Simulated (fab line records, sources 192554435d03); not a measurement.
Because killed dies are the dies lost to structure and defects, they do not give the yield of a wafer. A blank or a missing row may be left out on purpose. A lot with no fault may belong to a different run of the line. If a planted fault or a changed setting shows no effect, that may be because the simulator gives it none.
The tool behind it: which one? || flow n5_finfet || 9 lots, 27 wafers sampled, at 7 steps of a route of 1938

## WHAT EACH GAUGE READ, for each wafer
N5_MOL_CONTACT_COAG_CD_MEAS_137 targets a cd of 16 nm. Usual: cd_nm at 16.1 nm, with a standard deviation of 0.31.
{"lot": "L910", "measured": "day 5 17:54", "on": "cd_sem-01", "cd_nm (nm)": "16.7 16.2 16.5", "flag": ""}
{"lot": "L913", "measured": "day 6 14:43", "on": "cd_sem-01", "cd_nm (nm)": "16.0 15.9 16.1", "flag": ""}
{"lot": "L915", "measured": "day 6 20:56", "on": "cd_sem-01", "cd_nm (nm)": "15.7 16.1 15.8", "flag": ""}
{"lot": "L918", "measured": "day 7 21:00", "on": "cd_sem-01", "cd_nm (nm)": "16.3 15.6 16.0", "flag": ""}
{"lot": "L920", "measured": "day 8 10:45", "on": "cd_sem-03", "cd_nm (nm)": "- - -", "flag": "OFF"}
{"lot": "L921", "measured": "day 8 10:58", "on": "cd_sem-01", "cd_nm (nm)": "- - -", "flag": "OFF"}
{"lot": "L923", "measured": "day 9 03:00", "on": "cd_sem-02", "cd_nm (nm)": "16.0 16.4 16.2", "flag": ""}
{"lot": "L930", "measured": "day 10 15:22", "on": "cd_sem-01", "cd_nm (nm)": "15.6 15.8 16.3", "flag": ""}
{"lot": "L931", "measured": "day 11 03:35", "on": "cd_sem-03", "cd_nm (nm)": "16.3 15.9 16.0", "flag": ""}

N5_MOL_CONTACT_COAG_INSPECT_42: inspects for defects (brightfield). Usual: raw_defect_count at 193, with a standard deviation of 48.
{"lot": "L910", "measured": "day 5 18:26", "on": "defect_inspect-02", "raw_defect_count": "180 280 178", "flag": ""}
{"lot": "L913", "measured": "day 6 15:07", "on": "defect_inspect-02", "raw_defect_count": "234 193 183", "flag": ""}
{"lot": "L915", "measured": "day 6 21:21", "on": "defect_inspect-01", "raw_defect_count": "147 131 157", "flag": ""}
{"lot": "L918", "measured": "day 7 21:25", "on": "defect_inspect-01", "raw_defect_count": "131 236 139", "flag": ""}
{"lot": "L920", "measured": "day 8 11:09", "on": "defect_inspect-01", "raw_defect_count": "1918 1875 1993", "flag": "OFF"}
{"lot": "L921", "measured": "day 8 11:29", "on": "defect_inspect-02", "raw_defect_count": "1924 2003 2100", "flag": "OFF"}
{"lot": "L923", "measured": "day 9 03:32", "on": "defect_inspect-01", "raw_defect_count": "178 217 146", "flag": ""}
{"lot": "L930", "measured": "day 10 15:47", "on": "defect_inspect-01", "raw_defect_count": "167 196 142", "flag": ""}
{"lot": "L931", "measured": "day 11 04:07", "on": "defect_inspect-01", "raw_defect_count": "165 265 254", "flag": ""}

N5_BEOL_M4_RC_MEAS_101. Usual: DIBL_N 36.5 mV/V, standard deviation 1.9; DIBL_P 36.7 mV/V, standard deviation 2.1; IOFF_N 0.17 nA/um, standard deviation 0.035; IOFF_P 0.22 nA/um, standard deviation 0.042; ION_N 676 uA/um, standard deviation 10; ION_P 462 uA/um, standard deviation 8.1; SS_N 71.5 mV/dec, standard deviation 0.72; SS_P 73.4 mV/dec, standard deviation 0.7; VT_N 249 mV, standard deviation 3.1; VT_P -250 mV, standard deviation 3.9.
{"lot": "L910", "measured": "day 8 13:00", "on": "prober-01", "DIBL_N (mV/V)": "35.3 35.1 35.1", "DIBL_P (mV/V)": "36.5 36.3 36.6", "IOFF_N (nA/um)": "0.14 0.14 0.15", "IOFF_P (nA/um)": "0.18 0.17 0.18", "ION_N (uA/um)": "674 673 679", "ION_P (uA/um)": "456 456 458", "SS_N (mV/dec)": "71.3 72.2 71.7", "SS_P (mV/dec)": "74.1 72.9 73.7", "VT_N (mV)": "251 249 249", "VT_P (mV)": "-257 -256 -257", "flag": ""}
{"lot": "L913", "measured": "day 10 03:57", "on": "prober-02", "DIBL_N (mV/V)": "37.9 39.7 38.8", "DIBL_P (mV/V)": "37.8 40.0 38.7", "IOFF_N (nA/um)": "0.16 0.20 0.17", "IOFF_P (nA/um)": "0.27 0.30 0.26", "ION_N (uA/um)": "674 681 670", "ION_P (uA/um)": "467 472 460", "SS_N (mV/dec)": "72.4 72.3 71.8", "SS_P (mV/dec)": "73.1 74.3 73.7", "VT_N (mV)": "247 249 249", "VT_P (mV)": "-245 -244 -246", "flag": ""}
{"lot": "L915", "measured": "day 10 11:35", "on": "prober-02", "DIBL_N (mV/V)": "38.5 36.0 36.5", "DIBL_P (mV/V)": "39.7 35.4 36.6", "IOFF_N (nA/um)": "0.21 0.16 0.16", "IOFF_P (nA/um)": "0.28 0.20 0.22", "ION_N (uA/um)": "699 676 683", "ION_P (uA/um)": "476 465 466", "SS_N (mV/dec)": "71.8 70.9 71.2", "SS_P (mV/dec)": "74.3 72.7 73.5", "VT_N (mV)": "246 249 249", "VT_P (mV)": "-244 -248 -249", "flag": ""}
{"lot": "L918", "measured": "day 11 12:39", "on": "prober-02", "DIBL_N (mV/V)": "38.4 37.8 36.4", "DIBL_P (mV/V)": "38.8 37.0 36.2", "IOFF_N (nA/um)": "0.21 0.19 0.17", "IOFF_P (nA/um)": "0.24 0.21 0.20", "ION_N (uA/um)": "694 676 681", "ION_P (uA/um)": "467 456 457", "SS_N (mV/dec)": "71.6 72.2 70.9", "SS_P (mV/dec)": "74.4 74.3 73.6", "VT_N (mV)": "242 245 245", "VT_P (mV)": "-249 -253 -250", "flag": ""}
{"lot": "L923", "measured": "day 11 23:55", "on": "prober-01", "DIBL_N (mV/V)": "34.3 35.2 35.1", "DIBL_P (mV/V)": "33.9 35.4 36.1", "IOFF_N (nA/um)": "0.13 0.15 0.15", "IOFF_P (nA/um)": "0.16 0.18 0.18", "ION_N (uA/um)": "660 676 672", "ION_P (uA/um)": "451 456 458", "SS_N (mV/dec)": "70.9 70.2 71.1", "SS_P (mV/dec)": "72.6 73.0 73.4", "VT_N (mV)": "253 250 251", "VT_P (mV)": "-254 -254 -254", "flag": ""}
{"lot": "L930", "measured": "day 14 12:44", "on": "prober-02", "DIBL_N (mV/V)": "36.1 35.7 38.8", "DIBL_P (mV/V)": "34.6 35.6 38.9", "IOFF_N (nA/um)": "0.13 0.14 0.19", "IOFF_P (nA/um)": "0.18 0.19 0.25", "ION_N (uA/um)": "657 662 676", "ION_P (uA/um)": "454 455 463", "SS_N (mV/dec)": "71.0 71.3 71.8", "SS_P (mV/dec)": "72.7 73.0 73.1", "VT_N (mV)": "252 252 246", "VT_P (mV)": "-253 -253 -247", "flag": ""}
{"lot": "L931", "measured": "day 15 12:26", "on": "prober-01", "DIBL_N (mV/V)": "35.8 37.7 35.5", "DIBL_P (mV/V)": "36.4 38.7 36.3", "IOFF_N (nA/um)": "0.18 0.19 0.16", "IOFF_P (nA/um)": "0.24 0.26 0.23", "ION_N (uA/um)": "683 674 682", "ION_P (uA/um)": "470 460 472", "SS_N (mV/dec)": "71.4 72.8 71.3", "SS_P (mV/dec)": "73.4 73.5 73.2", "VT_N (mV)": "247 246 249", "VT_P (mV)": "-247 -248 -247", "flag": ""}

## EACH LOT AND THE TOOL THAT RAN IT (in order: tool; ch and the chambers of the sampled wafers; start)
{"lot": "L910", "N5_MOL_CONTACT_COAG_ETCH_15": "rie_diel-02 ch 0,2, day 5 03:40", "N5_MOL_CONTACT_COAG_ALD_20": "ald_metal-04 ch 0,1,2, day 5 04:56", "N5_MOL_CONTACT_COAG_CO_FILL_22": "cvd_co-01 ch 1,2, day 5 08:22", "N5_MOL_CONTACT_COAG_PECVD_31": "pecvd-04 ch 0,1, day 5 16:30"}
{"lot": "L913", "N5_MOL_CONTACT_COAG_ETCH_15": "rie_diel-06 ch 0,1,3, day 6 04:32", "N5_MOL_CONTACT_COAG_ALD_20": "ald_metal-04 ch 0,2,3, day 6 05:23", "N5_MOL_CONTACT_COAG_CO_FILL_22": "cvd_co-02 ch 0,2, day 6 08:06", "N5_MOL_CONTACT_COAG_PECVD_31": "pecvd-02 ch 0,1, day 6 13:26"}
{"lot": "L915", "N5_MOL_CONTACT_COAG_ETCH_15": "rie_diel-01 ch 0,1,2, day 6 10:47", "N5_MOL_CONTACT_COAG_ALD_20": "ald_metal-02 ch 0,1,3, day 6 11:50", "N5_MOL_CONTACT_COAG_CO_FILL_22": "cvd_co-02 ch 0,2, day 6 13:13", "N5_MOL_CONTACT_COAG_PECVD_31": "pecvd-04 ch 1,2, day 6 19:33"}
{"lot": "L918", "N5_MOL_CONTACT_COAG_ETCH_15": "rie_diel-06 ch 2,3, day 7 06:20", "N5_MOL_CONTACT_COAG_ALD_20": "ald_metal-04 ch 1,2,3, day 7 08:47", "N5_MOL_CONTACT_COAG_CO_FILL_22": "cvd_co-02 ch 1,2, day 7 10:35", "N5_MOL_CONTACT_COAG_PECVD_31": "pecvd-04 ch 0,1, day 7 19:31"}
{"lot": "L920", "N5_MOL_CONTACT_COAG_ETCH_15": "rie_diel-01 ch 0,1,3, day 7 23:52", "N5_MOL_CONTACT_COAG_ALD_20": "ald_metal-04 ch 0,3, day 8 00:44", "N5_MOL_CONTACT_COAG_CO_FILL_22": "cvd_co-02 ch 0,1,2, day 8 03:19", "N5_MOL_CONTACT_COAG_PECVD_31": "pecvd-04 ch 0,1,2, day 8 08:50"}
{"lot": "L921", "N5_MOL_CONTACT_COAG_ETCH_15": "rie_diel-06 ch 0,1, day 8 02:34", "N5_MOL_CONTACT_COAG_ALD_20": "ald_metal-02 ch 1,2, day 8 03:29", "N5_MOL_CONTACT_COAG_CO_FILL_22": "cvd_co-02 ch 1,2, day 8 04:17", "N5_MOL_CONTACT_COAG_PECVD_31": "pecvd-04 ch 0,1, day 8 09:27"}
{"lot": "L923", "N5_MOL_CONTACT_COAG_ETCH_15": "rie_diel-02 ch 1,2, day 8 14:16", "N5_MOL_CONTACT_COAG_ALD_20": "ald_metal-02 ch 0,1,2, day 8 15:48", "N5_MOL_CONTACT_COAG_CO_FILL_22": "cvd_co-01 ch 0,2, day 8 17:05", "N5_MOL_CONTACT_COAG_PECVD_31": "pecvd-03 ch 0,2, day 9 01:13"}
{"lot": "L930", "N5_MOL_CONTACT_COAG_ETCH_15": "rie_diel-02 ch 1,3, day 10 05:01", "N5_MOL_CONTACT_COAG_ALD_20": "ald_metal-04 ch 1,2, day 10 05:51", "N5_MOL_CONTACT_COAG_CO_FILL_22": "cvd_co-02 ch 0,1, day 10 07:26", "N5_MOL_CONTACT_COAG_PECVD_31": "pecvd-03 ch 0,1,2, day 10 14:06"}
{"lot": "L931", "N5_MOL_CONTACT_COAG_ETCH_15": "rie_diel-01 ch 1,2, day 10 15:06", "N5_MOL_CONTACT_COAG_ALD_20": "ald_metal-02 ch 2,3, day 10 16:41", "N5_MOL_CONTACT_COAG_CO_FILL_22": "cvd_co-01 ch 0,1, day 10 18:49", "N5_MOL_CONTACT_COAG_PECVD_31": "pecvd-03 ch 1,2, day 11 01:50"}
- N5_MOL_CONTACT_COAG_ETCH_15: etches SiNx in CH3F/O2, stops on Si:P, target depth 7 nm.
- N5_MOL_CONTACT_COAG_ALD_20: deposits TiN, target thk 1.5 nm, pulse time 1 s, purge time 3 s.
- N5_MOL_CONTACT_COAG_CO_FILL_22: material Co, precursor CCTBA/H2, target thk 20 nm.
- N5_MOL_CONTACT_COAG_PECVD_31: deposits SiO2 from TEOS/O2, target thk 46 nm, time 8.9 s.

## AS READ BY THE TOOLS THEMSELVES (means over the sampled wafers that have a number; for cases with no such wafer, the mark the record gives instead)
N5_MOL_CONTACT_COAG_ETCH_15. Usual: drypump_motor_current_A 5.5 A, standard deviation 0.32; oes_product_au 0.57 a.u., standard deviation 0.051; rf_vpp_V 298 V, standard deviation 5.8; showerhead_plenum_p_Torr 2.01 Torr, standard deviation 0.057; throttle_valve_pct 16.49 %, standard deviation 0.19.
{"lot": "L910", "tool": "rie_diel-02", "drypump_motor_current_A (A)": 5.6, "oes_product_au (a.u.)": 0.55, "rf_vpp_V (V)": 301, "showerhead_plenum_p_Torr (Torr)": 1.92, "throttle_valve_pct (%)": 16.60, "flag": ""}
{"lot": "L913", "tool": "rie_diel-06", "drypump_motor_current_A (A)": 5.4, "oes_product_au (a.u.)": 0.54, "rf_vpp_V (V)": 295, "showerhead_plenum_p_Torr (Torr)": 2.00, "throttle_valve_pct (%)": 16.59, "flag": ""}
{"lot": "L915", "tool": "rie_diel-01", "drypump_motor_current_A (A)": 5.7, "oes_product_au (a.u.)": 0.64, "rf_vpp_V (V)": 299, "showerhead_plenum_p_Torr (Torr)": 2.03, "throttle_valve_pct (%)": 16.32, "flag": ""}
{"lot": "L918", "tool": "rie_diel-06", "drypump_motor_current_A (A)": 5.6, "oes_product_au (a.u.)": 0.55, "rf_vpp_V (V)": 291, "showerhead_plenum_p_Torr (Torr)": 1.98, "throttle_valve_pct (%)": 16.48, "flag": ""}
{"lot": "L920", "tool": "rie_diel-01", "drypump_motor_current_A (A)": 5.7, "oes_product_au (a.u.)": 0.61, "rf_vpp_V (V)": 300, "showerhead_plenum_p_Torr (Torr)": 2.02, "throttle_valve_pct (%)": 16.41, "flag": ""}
{"lot": "L921", "tool": "rie_diel-06", "drypump_motor_current_A (A)": 5.2, "oes_product_au (a.u.)": 0.66, "rf_vpp_V (V)": 299, "showerhead_plenum_p_Torr (Torr)": 2.01, "throttle_valve_pct (%)": 16.37, "flag": ""}
{"lot": "L923", "tool": "rie_diel-02", "drypump_motor_current_A (A)": 5.3, "oes_product_au (a.u.)": 0.53, "rf_vpp_V (V)": 300, "showerhead_plenum_p_Torr (Torr)": 1.93, "throttle_valve_pct (%)": 16.66, "flag": ""}
{"lot": "L930", "tool": "rie_diel-02", "drypump_motor_current_A (A)": 5.1, "oes_product_au (a.u.)": 0.54, "rf_vpp_V (V)": 302, "showerhead_plenum_p_Torr (Torr)": 2.05, "throttle_valve_pct (%)": 16.64, "flag": ""}
{"lot": "L931", "tool": "rie_diel-01", "drypump_motor_current_A (A)": 5.7, "oes_product_au (a.u.)": 0.59, "rf_vpp_V (V)": 297, "showerhead_plenum_p_Torr (Torr)": 2.02, "throttle_valve_pct (%)": 16.39, "flag": ""}

N5_MOL_CONTACT_COAG_ALD_20. Usual: heater_power_w 860 W, standard deviation 86; precursor_pulse_height_rel 1.001, standard deviation 0.02.
{"lot": "L910", "tool": "ald_metal-04", "heater_power_w (W)": 1013, "precursor_pulse_height_rel": 1.032, "flag": ""}
{"lot": "L913", "tool": "ald_metal-04", "heater_power_w (W)": 988, "precursor_pulse_height_rel": 1.013, "flag": ""}
{"lot": "L915", "tool": "ald_metal-02", "heater_power_w (W)": 814, "precursor_pulse_height_rel": 1.004, "flag": ""}
{"lot": "L918", "tool": "ald_metal-04", "heater_power_w (W)": 973, "precursor_pulse_height_rel": 0.991, "flag": ""}
{"lot": "L920", "tool": "ald_metal-04", "heater_power_w (W)": 910, "precursor_pulse_height_rel": 0.998, "flag": ""}
{"lot": "L921", "tool": "ald_metal-02", "heater_power_w (W)": 787, "precursor_pulse_height_rel": 1.024, "flag": ""}
{"lot": "L923", "tool": "ald_metal-02", "heater_power_w (W)": 819, "precursor_pulse_height_rel": 0.980, "flag": ""}
{"lot": "L930", "tool": "ald_metal-04", "heater_power_w (W)": 1041, "precursor_pulse_height_rel": 0.997, "flag": ""}
{"lot": "L931", "tool": "ald_metal-02", "heater_power_w (W)": 827, "precursor_pulse_height_rel": 0.992, "flag": ""}

N5_MOL_CONTACT_COAG_CO_FILL_22. Usual: heater_power_w at 234 W, with a standard deviation of 32.
{"lot": "L910", "tool": "cvd_co-01", "heater_power_w (W)": 265, "flag": ""}
{"lot": "L913", "tool": "cvd_co-02", "heater_power_w (W)": 212, "flag": ""}
{"lot": "L915", "tool": "cvd_co-02", "heater_power_w (W)": 240, "flag": ""}
{"lot": "L918", "tool": "cvd_co-02", "heater_power_w (W)": 201, "flag": ""}
{"lot": "L920", "tool": "cvd_co-02", "heater_power_w (W)": 223, "flag": ""}
{"lot": "L921", "tool": "cvd_co-02", "heater_power_w (W)": 212, "flag": ""}
{"lot": "L923", "tool": "cvd_co-01", "heater_power_w (W)": 223, "flag": ""}
{"lot": "L930", "tool": "cvd_co-02", "heater_power_w (W)": 245, "flag": ""}
{"lot": "L931", "tool": "cvd_co-01", "heater_power_w (W)": 220, "flag": ""}

N5_MOL_CONTACT_COAG_PECVD_31. Usual: chamber_pressure_Torr at 6.498 Torr, with a standard deviation of 0.013.
{"lot": "L910", "tool": "pecvd-04", "chamber_pressure_Torr (Torr)": 6.497, "flag": ""}
{"lot": "L913", "tool": "pecvd-02", "chamber_pressure_Torr (Torr)": 6.485, "flag": ""}
{"lot": "L915", "tool": "pecvd-04", "chamber_pressure_Torr (Torr)": 6.503, "flag": ""}
{"lot": "L918", "tool": "pecvd-04", "chamber_pressure_Torr (Torr)": 6.504, "flag": ""}
{"lot": "L920", "tool": "pecvd-04", "chamber_pressure_Torr (Torr)": "-", "flag": "OFF"}
{"lot": "L921", "tool": "pecvd-04", "chamber_pressure_Torr (Torr)": "-", "flag": "OFF"}
{"lot": "L923", "tool": "pecvd-03", "chamber_pressure_Torr (Torr)": 6.505, "flag": ""}
{"lot": "L930", "tool": "pecvd-03", "chamber_pressure_Torr (Torr)": 6.501, "flag": ""}
{"lot": "L931", "tool": "pecvd-03", "chamber_pressure_Torr (Torr)": 6.510, "flag": ""}

## THE ANSWER, worked out from the rows above alone
Rule: lot off if the mean of its wafers having a number is beyond 3 standard deviations from the usual mean. A lot without any number at a reading at which 4 lots or more have one is off too. The other lots that the step has rows for count as sound. First the gauges in route order, then the tools' own readings, where a lot's mean is used as printed above. At the first step where some lot is off, the reading lying furthest off is the one used; lots without a number count as furthest.
Off: L920, L921 (N5_MOL_CONTACT_COAG_CD_MEAS_137, cd_nm). Without a number there: L920, L921.
If a tool, at a process step before that reading, ran all the lots that are off and no sound lot after the first of them, it fits. Not tried: the gauges at N5_MOL_CONTACT_COAG_CD_MEAS_137; whatever is off there is also off at N5_MOL_CONTACT_COAG_INSPECT_42, on other tools, and gauge error can't account for it. One candidate fits, namely pecvd-04 at N5_MOL_CONTACT_COAG_PECVD_31. Its last sound lot is L918 (day 7 19:31), its first lot that is off L920 (day 8 08:50): a fault that began between those two fits.
Blank at N5_MOL_CONTACT_COAG_PECVD_31 on the lots that are off, where sound lots have numbers: chamber_pressure_Torr.

## WHAT THE SIMULATOR HAD PUT IN
Skipped step whole: pecvd-04, from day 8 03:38 on, at N5_MOL_CONTACT_COAG_PECVD_31. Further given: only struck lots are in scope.
Shown lots that were struck: L920, L921. This agrees with what the rule above found.
